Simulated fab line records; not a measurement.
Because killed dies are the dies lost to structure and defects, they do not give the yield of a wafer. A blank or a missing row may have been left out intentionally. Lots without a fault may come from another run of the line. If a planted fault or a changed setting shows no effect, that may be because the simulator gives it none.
A struck lot beside a sound one | flow n5Finfet | 40 steps out of a route of 1938
Sound: the wafers L267.2, L267.3, L267.5. Struck: wafer L280.2. (L280.6 of the same lot was not struck and is left out.) The cause comes at the end.
Order at every step that has rows: each side's tool, ch and its chambers, its first start. Under that, the readings that differ: sound wafers | struck wafers | difference of the means | sigmas: that difference in standard deviations of wafers without a fault.
alike: words and numbers the same on both sides, and readings whose means are apart by under 2 such deviations; not compared: readings that were withheld, readings missing a value for some wafer, numbers with overlapping values and no deviation given by the record, and bounds like >300 which may hide the same value.
Wherever a step has rows on one side only, a row that says differs or no value, or a row with sigmas, the two part there. Numbers that have no deviation but don't overlap get no sigmas and don't part them. A reading missing from all wafers of one side parts the sides only when that side holds two or more wafers.

first, 9 steps without rows for these wafers: N5_BEOL_M4_ANNEAL_95 (time 240 s); N5_BEOL_M4_SPUTTER_96 (material Cu, target thk 4.5 nm, time 8.29 s); N5_BEOL_M4_ECD_50 (material Cu, target thk 300 nm); N5_BEOL_M4_ANNEAL_51 (time 90 s); N5_BEOL_M4_CMP_52 (polishes, stops on SiOC, t overpolish 6.8 s, target thk 40 nm); N5_BEOL_M4_PRE_CLEAN_60 (time 15 s); N5_BEOL_M4_CO_CAP_55 (material Co, precursor CCTBA/H2, target thk 2 nm, time 102.1 s); N5_BEOL_M4_PRE_CLEAN_56 (time 15 s); N5_BEOL_M4_DEP_57 (deposits SiCN from 3MS/NH3, target thk 8 nm, time 14 s).
N5_BEOL_M4_RC_MEAS_101:
  sound on prober-01 ch 0, day 8 21:38; struck on prober-01 ch 0, day 12 08:16
  alike: DIBL_N, DIBL_P, IOFF_N, IOFF_P, ION_N, ION_P, SS_N, SS_P, VT_N, VT_P
then, 3 steps without rows for these wafers: N5_BEOL_M5_ILD_DEP_00 (deposits SiCOH lowk from DEMS/porogen, target thk 140.64 nm, time 25.9 s); N5_BEOL_M5_CURE_79 (cures SiCOH lowk, time 240 s); N5_BEOL_M5_PECVD_70 (deposits SiO2 from TEOS/O2, target thk 16 nm, time 18 s).
N5_BEOL_M5_HM_DEP_02: deposits TiN, target thk 20 nm.
  struck on pvdSputter-01, day 12 11:02; sound on pvdSputter-01, day 9 00:21
reading                                   | sound          | struck | difference | sigmas
model.TiN_of_BEOL_M5_HM_DEP_02.thkNm (nm) | 20.4 20.4 20.4 | 29.4   | +9.0       | 
  alike: throttleValvePct
then, 16 steps without rows for these wafers: N5_BEOL_M5_COAT_59 (time 60 s, resist thk 60 nm); N5_BEOL_M5_COAT_60 (time 60 s, resist thk 12 nm); N5_BEOL_M5_COAT_71 (time 60 s, resist thk 5 nm); N5_BEOL_M5_COAT_05 (resist thk 30 nm); N5_BEOL_M5_EBR_07; N5_BEOL_M5_SOFTBAKE_06 (time 60 s); N5_BEOL_M5_EXPOSE_08 (exposes mask M5, target cd 28 nm); N5_BEOL_M5_PEB_09 (peb time 60 s); N5_BEOL_M5_DEVELOP_10 (develop time 30 s); N5_BEOL_M5_DESCUM_16 (chemistry O2, time 7 s); N5_BEOL_M5_ETCH_72 (etches underlayer in N2/H2, target depth 6.5 nm, time 5.2 s); N5_BEOL_M5_ETCH_61 (etches SiARC in CF4, target depth 15.6 nm, time 26 s); N5_BEOL_M5_ETCH_62 (etches SOC in N2/H2, target depth 75 nm, overetch 15 nm, time 112.5 s); N5_BEOL_M5_STRIP_63 (strips in N2/H2); N5_BEOL_M5_STRIP_73 (strips in N2/H2); N5_BEOL_M5_STRIP_64 (strips in CF4).
N5_BEOL_M5_HM_OPEN_17: chemistry Cl2/BCl3, target TiN, target depth 20 nm, overetch 6 nm.
  sound on rieMetal-01 ch 0,1, day 9 01:14; struck on rieMetal-02 ch 0, day 12 12:17
reading                 | sound             | struck | difference | sigmas
oesProductAu (a.u.)     | 0.69 0.57 0.57    | 0.78   | +0.17      | +3
model.etch.depthNm (nm) | 20.46 20.46 20.48 | 26.1   | +5.6       | 
  alike: chamberPressureMTorr, drypumpMotorCurrentA, mfcCl2Sccm, rfFwdPowerW, throttleValvePct
  not compared: rfHoursCounterH
then, 3 steps without rows for these wafers: N5_BEOL_M5_STRIP_19 (strips in O2); N5_BEOL_M5_COAT_65 (time 60 s, resist thk 60 nm); N5_BEOL_M5_COAT_66 (time 60 s, resist thk 12 nm).
N5_BEOL_M5_VIA_ETCH_34: etches SiCOH lowk in C4F6/O2, target depth 88.3 nm, time 39.2 s.
  sound on rieDiel-06 ch 0,2, day 9 02:20; struck on rieDiel-05 ch 1, day 12 13:33
reading                      | sound                | struck | difference | sigmas
chamberPressureMTorr (mTorr) | 30.078 29.970 29.993 | 29.955 | -0.059     | -2
oesProductAu (a.u.)          | 0.74 0.75 0.76       | 0.45   | -0.30      | -3
rfVppV (V)                   | 669 653 655          | 677    | +18        | +2
showerheadPlenumPTorr (Torr) | 2.74 2.74 2.74       | 3.02   | +0.28      | +3
  alike: drypumpMotorCurrentA, oes_o_777_au, rfFwdPowerW, throttleValvePct
  not compared: rfHoursCounterH
N5_BEOL_M5_TRENCH_ETCH_37: etches SiCOH lowk in C4F6/O2, target depth 71.652 nm, time 24.7 s.
  sound: rieDiel-06 ch 0,2; struck: rieDiel-05 ch 1
reading                                   | sound          | struck | difference | sigmas
showerheadPlenumPTorr (Torr)              | 2.74 2.74 2.74 | 3.02   | +0.28      | +3
model.TiN_of_BEOL_M5_HM_DEP_02.thkNm (nm) | 18.4 18.4 18.4 | 27.2   | +8.8       | 
model.BEOL_M5.cdNm (nm)                   | 28 27.8 27.8   | 27.6   | -0.3       | 
  alike: chamberPressureMTorr, drypumpMotorCurrentA, oes_o_777_au, oesProductAu, rfFwdPowerW, rfVppV, throttleValvePct
  not compared: rfHoursCounterH
N5_BEOL_M5_OCD_MEAS_38:
  struck on ocd-01, day 12 13:48; sound on ocd-01, day 9 02:34
reading            | sound          | struck | difference | sigmas
trenchDepthNm (nm) | 69.9 71.4 71.8 | 14.1   | -56.9      | -52
N5_BEOL_M5_CD_MEAS_35: target cd 28 nm, target cd y 24 nm.
  struck on cdSem-02, day 12 13:58; sound on cdSem-01, day 9 02:43
  not compared: cdNm
N5_BEOL_M5_THK_MEAS_53: measures by xrf.
  struck on filmMetro-02, day 12 20:34; sound on filmMetro-01, day 9 10:04
  not compared: M5_THK
-- a jump in the record: the struck wafers' starts before and after are 4 days apart (it breaks off in module BEOL_M5 and resumes in module PASSIVATION, where the first step shown is number 1936 of the route) --
N5_PASSIVATION_PROBE_49:
  only the struck wafers here have rows in the record (prober-01, day 16 12:17); the sound ones have none

== WHERE THEY PART ==
At N5_BEOL_M5_HM_OPEN_17 first; at N5_PASSIVATION_PROBE_49 last (within this record only).

WHY: whatever the simulator had introduced
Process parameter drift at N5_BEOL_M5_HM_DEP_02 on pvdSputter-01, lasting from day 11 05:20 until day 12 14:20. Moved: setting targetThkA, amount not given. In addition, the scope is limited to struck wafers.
